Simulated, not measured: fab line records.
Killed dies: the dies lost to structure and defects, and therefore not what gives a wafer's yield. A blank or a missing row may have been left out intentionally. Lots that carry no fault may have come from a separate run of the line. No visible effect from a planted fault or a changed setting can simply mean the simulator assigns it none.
What tool caused it? + flow nand harc + 12 lots, 36 wafers sampled, at 1 step of a route of 1302

## WHAT THE GAUGES SHOWED, per wafer
NHARC_A_CONTACT_CD_MEAS_80.
| lot  | measured     | on        | cd nm (nm)        |
|------|--------------|-----------|-------------------|
| L074 | day 22 17:56 | cd sem-01 | 290.2 289.3 290.1 |
| L076 | day 23 03:41 | cd sem-03 | 290.0 290.7 290.3 |
| L081 | day 24 13:22 | cd sem-01 | 288.7 288.7 289.4 |
| L079 | day 25 00:07 | cd sem-01 | 290.3 289.8 290.2 |
| L083 | day 26 01:55 | cd sem-01 | 290.0 289.5 289.7 |
| L085 | day 26 06:18 | cd sem-01 | 290.6 290.3 290.5 |
| L087 | day 28 02:00 | cd sem-01 | 289.7 289.5 289.3 |
| L089 | day 28 09:10 | cd sem-03 | 288.0 288.9 288.7 |
| L091 | day 29 04:08 | cd sem-03 | 289.2 288.8 289.6 |
| L092 | day 30 01:39 | cd sem-03 | 289.9 290.8 290.0 |
| L096 | day 31 05:04 | cd sem-02 | 289.4 289.0 289.2 |
| L097 | day 32 00:20 | cd sem-02 | 287.6 287.1 287.3 |

## WHICH TOOL RAN EACH LOT (tool, then ch and the chambers of the sampled wafers, then the start)
The record holds no process step before these readings.

## THE ANSWER, worked out from the rows above alone
Rule: the usual values come from the lots themselves. The widest of any qualifying gaps counts: lots, ordered by their means at a reading, are off when they make up no more than a third of the lots, leave a main group of 4 or more, and stand apart from it by 3 or more times the standard deviation of that group's means. A main group is skipped when, at the precision printed for the reading in the tables above, its means are all equal. A lot without any number at a reading at which 4 lots or more have one is off too. All remaining lots with rows at the step are treated as sound.
Nothing can be told from this: no lot is off at any reading shown.

## WHAT THE SIMULATOR HAD INSERTED
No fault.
